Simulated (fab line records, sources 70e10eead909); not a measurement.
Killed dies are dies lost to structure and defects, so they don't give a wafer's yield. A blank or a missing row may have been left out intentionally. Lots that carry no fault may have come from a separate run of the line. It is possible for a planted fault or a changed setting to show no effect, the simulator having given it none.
2 desks looking at one fault	flow nand_harc	each desk holds nothing but its own numbers, with what lay behind them at the end

== TOOL OWNER'S DESK, rie_diel-07 ==
The tool's own readings at NHARC_P_STI_ETCH_42 (etches the open film in N2/H2, target depth 80 nm, overetch 24 nm, time 61 s): means of the sampled wafers that have a number, for each lot that ran on this tool. The brackets show how far a lot's mean lies from the usual mean; more than 4 standard deviations puts the lot out of limits, marked OUT.
Columns: A = drypump_motor_current_A at NHARC_P_STI_ETCH_42, usual 5.7 A; B = n2_flow_sccm at NHARC_P_STI_ETCH_42, usual 150.0 sccm; C = oes_product_au at NHARC_P_STI_ETCH_42, usual 1.001 a.u.; D = rf_vpp_V at NHARC_P_STI_ETCH_42, usual 431 V; E = showerhead_plenum_p_Torr at NHARC_P_STI_ETCH_42, usual 2.05 Torr; F = throttle_valve_pct at NHARC_P_STI_ETCH_42, usual 14.171 %
lot	first seen here	A	B	C	D	E	F
L388	day 5 20:25	5.8	149.7	0.995	430	2.06	14.170
L392	day 7 12:07	5.4	149.9	0.958	428	1.96	14.169
L396	day 9 00:52	5.4	149.7	0.907 (-8.6) OUT	428	1.92	14.170
L402	day 11 14:14	5.3	149.9	1.003	426	1.91	14.170
L403	day 12 01:25	5.8	150.2	1.000	431	2.06	14.179
This desk's verdict: out of limits on L396, starting with L396 at day 9 00:52 (oes_product_au at NHARC_P_STI_ETCH_42). L388, L392, L402, L403: within limits.

== THE METROLOGY DESK ==
Lot by lot, what the gauges showed, no matter which tool ran the lot: averages of those sampled wafers that carry a number. The brackets show how far a lot's mean lies from the usual mean; more than 4 standard deviations puts the lot out of limits, marked OUT.
Columns: A = cd_nm at NHARC_P_ZERO_WELL_CD_MEAS_37, usual 720.4 nm; B = cd_nm at NHARC_P_STI_CD_MEAS_09, usual 199.5 nm
lot	first seen here	A	B
L381	day 2 00:32	717.8	196.6
L383	day 2 19:58	720.7	202.1
L384	day 3 06:21	720.7	199.4
L385	day 3 17:07	719.7	198.1
L388	day 5 02:13	722.1	198.6
L389	day 5 08:13	723.0	199.8
L392	day 6 14:05	720.2	199.1
L396	day 8 06:17	721.3	198.3
L399	day 9 12:07	720.0	197.3
L400	day 9 22:37	718.7	201.8
L401	day 10 08:08	719.9	203.0
L402	day 10 18:34	721.3	201.0
L403	day 11 04:07	720.1	196.6
Finding of this desk: none of the 13 lots has anything out of limits.

== PUT TOGETHER ==
At day 9 00:52, on L396, the tool owner's desk was in a position to raise an alarm.
Nothing out of limits was seen by the metrology desk.
The metrology desk has L396 on record, within its limits.
NHARC_P_STI_ETCH_42 was run on rie_diel-07 by each of the lots named.

== WHAT THE SIMULATOR PUT IN ==
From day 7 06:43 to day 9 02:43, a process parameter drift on rie_diel-07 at NHARC_P_STI_ETCH_42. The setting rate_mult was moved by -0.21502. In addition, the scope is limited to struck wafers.
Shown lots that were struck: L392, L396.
Each desk's first reading out of limits, in hours after the fault started: the tool owner's desk, 42.
